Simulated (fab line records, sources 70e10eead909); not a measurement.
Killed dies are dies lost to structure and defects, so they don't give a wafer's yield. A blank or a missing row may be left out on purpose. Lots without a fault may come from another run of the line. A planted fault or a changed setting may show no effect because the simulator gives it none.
fab line records | flow nand_harc
record lots=6 wafers=18 last_day=33
route steps=1302 shown A_STAIRCASE@888 A_SGD_CUT@890
lots that met no fault: from a run of the same line without faults
start_h: hours from the record's first day to the start of the lot's first wafer shown | wait_h: hours since the lot's step before | " the same as in the row above | L1.1+2: a row that stands for several wafers | - no value, or no start given | * or withheld: withheld | < > ~ a bound
route shown NAME@n: a module of which the file shows steps, and the number in the route of the first | usual: mean/standard deviation of fault-free wafers | same: alike in all rows | chamber/n: place in a boat | sites: the reading at each site | _std_site: their standard deviation | _edge_site: outer sites' mean less inner sites' | radius_mm: how far each site lies from the wafer's centre | mask NAME#n: copy n | behind: the tool/chamber that last shaped the wafer | hold: why the lot was held/for how many hours/how that ended | device: the transistor (n, p or np) that didn't switch | end of line: the same wafers' tests at the end of the route | a step without rows: its recipe alone | killed: dies lost to structure and defects at the first sort, not the wafer's yield | map: a wafer's dies, x killed, . not, _ none there
set.NAME: the setting as run; set.NAME@STEP: as run at that earlier step | model.NAME: the simulator's own value behind a step, which no gauge read
lots at some steps of the route; a table a step, a row a wafer
services: from which hour (start_h, from the record's first day; less than 0 if before it) a tool's chamber was out of use, for how many hours, and why
## steps
# step NHARC_A_STAIRCASE_SRD_474
# step NHARC_A_STAIRCASE_INSPECT_155
# usual raw_defect_count=403/110
# columns lot.wafer tool chamber start_h wait_h raw_defect_count
L160.1 defect_inspect-02 - 474.20 0.1 390
L160.2 " - " " 449
L160.3 " - " " 420
L163.1 defect_inspect-01 - 499.32 0.1 373
L163.2 " - " " 249
L163.6 " - " " 456
L172.1 defect_inspect-01 - 594.55 0.1 489
L172.3 " - " " 377
L172.6 " - " " 370
L175.1 defect_inspect-01 - 635.70 0.1 421
L175.3 " - " " 292
L175.5 " - " " 306
L177.1 defect_inspect-02 - 656.87 0.1 292
L177.3 " - " " 304
L177.5 " - " " 534
L178.2 defect_inspect-02 - 671.79 0.1 399
L178.4 " - " " 285
L178.5 " - " " 315
# step NHARC_A_SGD_CUT_DEP_00
# recipe target_thk_a=500 temp_c=400 target_thk_nm=50 flow_sccm=200 rf_w=450 material=SiNx
# usual heater_power_w=713/94
# columns lot.wafer tool chamber start_h wait_h heater_power_w
L160.2 pecvd-03 0 474.26 0.1 848
L160.3 " 1 " " 618
L160.1 " 2 " " 743
L163.1 pecvd-04 0 499.39 0.1 777
L163.2 " 2 " " 611
L163.6 " 2 " " 608
L172.3 pecvd-03 1 594.65 0.1 659
L172.1 " 2 " " 791
L172.6 " 2 " " 782
L175.3 pecvd-03 0 635.93 0.2 832
L175.1 " 1 " " 565
L175.5 " 1 " " 562
L177.1 pecvd-02 1 656.94 0.1 670
L177.3 " 0 " " 845
L177.5 " 2 " " 676
L178.2 pecvd-02 1 671.89 0.1 588
L178.4 " 1 " " 614
L178.5 " 2 " " 685
# step NHARC_A_SGD_CUT_DEHYDRATE_01
# recipe temp_c=150 time_s=120
# step NHARC_A_SGD_CUT_HMDS_02
# recipe time_s=30
# step NHARC_A_SGD_CUT_COAT_56
# recipe temp_c=260 time_s=75
# step NHARC_A_SGD_CUT_COAT_57
# recipe temp_c=225 time_s=65
# step NHARC_A_SGD_CUT_COAT_03
# recipe spin_rpm=1500 resist_thk_nm=90
# step NHARC_A_SGD_CUT_SOFTBAKE_04
# recipe temp_c=105 time_s=55
# step NHARC_A_SGD_CUT_EBR_05
# step NHARC_A_SGD_CUT_EXPOSE_06
# recipe na=1.35 dose_mj=85.59 mask_id=SGD
# step NHARC_A_SGD_CUT_PEB_07
# recipe peb_temp_c=100 peb_time_s=65
# usual chill_plate_temp_C=23.00/0.12 exhaust_pa=44.7/0.97
# columns lot.wafer tool chamber start_h wait_h chill_plate_temp_C exhaust_pa
L160.1 litho_track-06 0 474.90 0.1 22.85 45.8
L160.2 " 0 " " 22.81 44.7
L160.3 " 0 " " 22.98 43.8
L163.1 litho_track-04 0 500.03 0.1 22.86 46.9
L163.2 " 0 " " 22.96 46.7
L163.6 " 0 " " 22.90 44.8
L172.1 litho_track-01 - 595.26 0.1 - -
L172.3 " - " " - -
L172.6 " - " " - -
L175.1 litho_track-06 - 636.42 0.1 - -
L175.3 " - " " - -
L175.5 " - " " - -
L177.1 litho_track-04 0 657.58 0.1 23.04 43.2
L177.3 " 0 " " 23.00 46.0
L177.5 " 0 " " 23.13 43.9
L178.2 litho_track-04 0 672.50 0.1 23.00 44.2
L178.4 " 0 " " 23.17 44.4
L178.5 " 0 " " 22.92 44.9
# step NHARC_A_SGD_CUT_DEVELOP_08
# recipe develop_time_s=35 dev_temp_c=23
## services
# columns tool chamber start_h hours kind
pecvd-04 0 463.09 - clean
pecvd-04 1 463.09 - clean
litho_track-01 - 505.00 7.0 pm
litho_track-06 - 529.00 7.0 pm
pecvd-02 0 546.20 4.9 repair
pecvd-03 - 547.43 13.0 pm
pecvd-03 0 547.43 13.0 vent_cycle
pecvd-03 1 547.43 13.0 vent_cycle
pecvd-03 2 547.43 13.0 vent_cycle
litho_track-04 - 553.00 7.0 pm
pecvd-02 1 554.32 9.8 repair
pecvd-03 0 560.43 - clean
pecvd-03 1 560.43 - clean
pecvd-03 2 560.43 - clean
pecvd-03 1 562.41 6.9 repair
pecvd-02 - 589.41 13.0 pm
pecvd-02 0 589.41 13.0 vent_cycle
pecvd-02 1 589.41 13.0 vent_cycle
pecvd-02 2 589.41 13.0 vent_cycle
pecvd-02 0 602.41 - clean
pecvd-02 1 602.41 - clean
pecvd-02 2 602.41 - clean
pecvd-03 1 625.56 7.6 repair
pecvd-04 - 631.09 13.0 pm
## key
first_sign step=NHARC_A_SGD_CUT_PEB_07 reading=tool_record direction=missing
effect none on later readings
met_at NHARC_A_SGD_CUT_PEB_07
struck_wafers L172.1,L172.3,L172.6,L175.1,L175.3,L175.5
later_rows_left_out L172.1,L172.3,L172.6,L175.1,L175.3,L175.5
sort_left_out L172.1,L172.3,L172.6,L175.1,L175.3,L175.5
tester_left_out L172,L175
onset_between 474.90 595.26
fault kind=skipped_step_whole tool=litho_track-01,litho_track-06 chamber=- onset_h=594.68 steps=NHARC_A_SGD_CUT_PEB_07 scope=struck_lots_only
# tester_left_out: of these lots the tester's yield and bins aren't shown, on N5 and GAA mostly nor the transistor test; their killed dies are dies lost to structure and defects alone, not to doping, threshold or leakage, so they don't give the yield
# sort_left_out: the simulated sort isn't trusted on such a fault, so these wafers' sort isn't shown, and their yield isn't known
# later_rows_left_out: the simulator's readings of these wafers behind a module that went badly wrong aren't trusted and aren't shown, but for the sort
